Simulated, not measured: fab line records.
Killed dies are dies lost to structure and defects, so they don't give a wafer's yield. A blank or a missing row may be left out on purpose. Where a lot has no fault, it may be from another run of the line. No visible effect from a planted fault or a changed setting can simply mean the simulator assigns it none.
The tool behind it: which one? -- flow n5-finfet -- 36 wafers from 12 lots sampled at 4 of the route's 1938 steps

## WHAT THE GAUGES SHOWED, per wafer
N5_GATE_CUT_THK_MEAS_24.
lot,measured,on,GC_FILL_THK (nm)
L075,day 5 01:02,film-metro-01,217.7 224.8 220.9
L077,day 5 12:41,film-metro-01,218.4 218.9 217.5
L079,day 5 21:19,film-metro-01,216.8 219.5 215.9
L081,day 6 09:34,film-metro-01,218.0 218.5 221.9
L083,day 6 21:49,film-metro-01,219.6 218.6 221.7
L085,day 7 10:00,film-metro-02,220.4 219.5 217.9
L087,day 8 00:02,film-metro-01,220.1 219.1 221.9
L089,day 8 11:50,film-metro-01,216.8 220.0 217.9
L091,day 9 03:56,film-metro-02,217.2 221.4 219.2
L093,day 9 12:57,film-metro-01,216.7 221.3 219.2
L095,day 9 21:17,film-metro-01,219.0 219.7 220.5
L097,day 10 16:02,film-metro-01,218.8 219.5 221.3

## TOOL THAT RAN EACH LOT (tool first, then ch and the chambers of the sampled wafers, then the start)
lot,N5_HKMG_FIN_CMP_94,N5_GATE_CUT_CUT_ETCH_55,N5_GATE_CUT_VAPOR_ETCH_48
L075,"cmp-02 ch 0,1,3, day 4 17:23","rie-metal-03 ch 0,1, day 4 22:26","rie-metal-03 ch 0,1, day 4 22:30"
L077,"cmp-02 ch 1,2, day 5 04:07","rie-metal-01 ch 0,1, day 5 09:10","rie-metal-01 ch 0,1, day 5 09:14"
L079,"cmp-03 ch 0,2,3, day 5 14:07","rie-metal-01 ch 0,1, day 5 19:08","rie-metal-01 ch 0,1, day 5 19:11"
L081,"cmp-02 ch 1,2,3, day 6 01:40","rie-metal-03 ch 0,1, day 6 06:17","rie-metal-03 ch 0,1, day 6 06:20"
L083,"cmp-02 ch 0,1,3, day 6 14:52","rie-metal-01 ch 0,1, day 6 19:43","rie-metal-01 ch 0,1, day 6 19:46"
L085,"cmp-02 ch 0,2,3, day 7 03:17","rie-metal-03 ch 0,1, day 7 07:53","rie-metal-03 ch 0,1, day 7 07:57"
L087,"cmp-01 ch 1,2,3, day 7 16:27","rie-metal-03 ch 0,1, day 7 21:10","rie-metal-03 ch 0,1, day 7 21:14"
L089,"cmp-02 ch 0,1, day 8 03:34","rie-metal-01 ch 0,1, day 8 08:25","rie-metal-01 ch 0,1, day 8 08:29"
L091,"cmp-02 ch 0,1,2, day 8 19:33","rie-metal-02 ch 0,1, day 9 01:42","rie-metal-02 ch 0,1, day 9 01:46"
L093,"cmp-03 ch 0,1, day 9 06:11","rie-metal-03 ch 1, day 9 10:51","rie-metal-03 ch 1, day 9 10:55"
L095,"cmp-03 ch 0,1,2, day 9 13:29","rie-metal-02 ch 0,1, day 9 19:10","rie-metal-02 ch 0,1, day 9 19:13"
L097,"cmp-01 ch 0,3, day 10 08:41","rie-metal-01 ch 0,1, day 10 13:55","rie-metal-01 ch 0,1, day 10 13:59"
- N5_HKMG_FIN_CMP_94: polishes, stops on SiNx, t overpolish 4.7 s, target thk 43.299 nm.
- N5_GATE_CUT_CUT_ETCH_55: etches HfO2 in BCl3, target depth 3.2 nm.
- N5_GATE_CUT_VAPOR_ETCH_48: etches TiN in BCl3/Cl2.

## THE ANSWER, worked out from the rows above alone
Rule: what is usual is taken from the lots themselves. Put in order of their means at a reading, lots are off if they are a third of the lots or fewer, leave a main group of 4 or more, and stand apart from it by a gap of 3 or more times the standard deviation of the main group's means; of several such gaps the widest counts. A main group whose means are all the same, to the digits that the tables above print for the reading, isn't used. A lot without any number at a reading at which 4 lots or more have one is off too. Where the step has rows for the other lots, those lots are counted as sound.
Across all readings shown, no lot is off: no conclusion can be drawn from this.

## WHAT WAS PUT IN BY THE SIMULATOR
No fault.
